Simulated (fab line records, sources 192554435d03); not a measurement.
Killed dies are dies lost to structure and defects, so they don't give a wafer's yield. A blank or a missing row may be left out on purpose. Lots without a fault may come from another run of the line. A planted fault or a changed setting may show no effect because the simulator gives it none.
A struck lot beside a sound one | flow n5_finfet | 15 steps out of a route of 1938
Sound: wafers L995.2, L995.4, L995.6. Struck: wafer L105.2. (L105.3, L105.6 of the same lot were not struck and are left out.) The cause comes at the end.
At each step with rows: each side's tool, then ch and its chambers, then its first start. Under that, the readings that differ: sound wafers | struck wafers | difference of the means | sigmas: that difference in standard deviations of wafers without a fault.
alike: readings whose means differ by less than 2 such deviations, and words and numbers that are the same on both sides. not compared: withheld readings, readings that some wafer has no value for, bounds like >300 that may hide the same value, and numbers for which the record gives no deviation and whose values overlap.
The two part at a step that has a row with sigmas, a row that says differs or no value, or rows on one side only. Numbers that don't overlap but have no deviation are shown without sigmas and don't part them. A reading that every wafer of one side lacks parts them only if that side has two wafers or more.

first, 1 step without rows for these wafers: N5_BEOL_M7_TRENCH_ETCH_37 (etches SiCOH lowk in C4F6/O2, target depth 93.478 nm, time 31.2 s).
N5_BEOL_M7_ETCH_41: etches SiCN in CH3F/O2, target depth 31.9 nm, time 57.8 s.
  sound on rie_diel-04 ch 1,2,3; struck on rie_diel-03 ch 2
  alike: drypump_motor_current_A, mfc_ar_sccm, oes_product_au, rf_vpp_V, showerhead_plenum_p_Torr, throttle_valve_pct
  not compared: rf_hours_counter_h
then, 1 step without rows for these wafers: N5_BEOL_M7_STRIP_80 (strips in N2/H2, time 10 s).
N5_BEOL_M7_OCD_MEAS_38:
  sound on ocd-01, day 11 11:56; struck on ocd-02, day 14 02:53
  alike: trench_depth_nm
then, 4 steps without rows for these wafers: N5_BEOL_M7_HM_STRIP_39 (strips TiN in peroxide tin strip, target depth 25 nm, time 158 s); N5_BEOL_M7_SRD_40 (time 30 s); N5_BEOL_M7_PRECLEAN_42 (cleans in residue remover, time 60 s); N5_BEOL_M7_SRD_43 (time 30 s).
N5_BEOL_M7_CD_MEAS_35: target cd 40 nm.
  sound on cd_sem-01, day 11 12:06; struck on cd_sem-02, day 14 03:02
  alike: cd_nm
N5_BEOL_M7_CURE_75: cures SiCOH lowk, time 120 s.
  sound on uv_cure-03 ch 0, day 11 12:17; struck on uv_cure-01 ch 0, day 14 03:07
  alike: lamp_power_pct, wafer_temp_C_max
N5_BEOL_M7_DEGAS_44: time 60 s.
  sound on pvd_sputter-01, day 11 15:00; struck on pvd_sputter-02, day 14 03:34
  alike: heater_power_w
N5_BEOL_M7_PRE_CLEAN_45: time 30 s.
  sound on pvd_sputter-01, day 11 15:05; struck on pvd_sputter-02, day 14 03:37
  alike: heater_power_w
N5_BEOL_M7_ALD_77: deposits TaN, target thk 2 nm, pulse time 2 s, purge time 3 s.
  sound on ald_metal-02 ch 0,1,2, day 11 15:11; struck on ald_metal-02 ch 3, day 14 03:41
  reading                                 | sound    | struck | difference | sigmas
  ald_cycles                              | 40 40 40 | 51     | +11        |
  model.TaN_of_BEOL_M7_ALD_77.thk_nm (nm) | 2 2 2    | 2.6    | +0.6       |
  alike: heater_power_w
N5_BEOL_M7_SURFACE_TREAT_79:
  sound on pvd_sputter-01, day 11 15:31; struck on pvd_sputter-03, day 14 03:59
  not compared: throttle_valve_pct
-- the record jumps here: 3 days lie between the struck wafers' starts before and after (it left off in module BEOL_M7 and takes up again in module PASSIVATION, whose first step shown is number 1936 of the route) --
N5_PASSIVATION_PROBE_49:
  the record has rows for the struck wafers here (prober-02, day 17 06:45) and none for the sound ones

WHERE THEY PART
Only at N5_PASSIVATION_PROBE_49, within this record.

WHY: what the simulator had put in
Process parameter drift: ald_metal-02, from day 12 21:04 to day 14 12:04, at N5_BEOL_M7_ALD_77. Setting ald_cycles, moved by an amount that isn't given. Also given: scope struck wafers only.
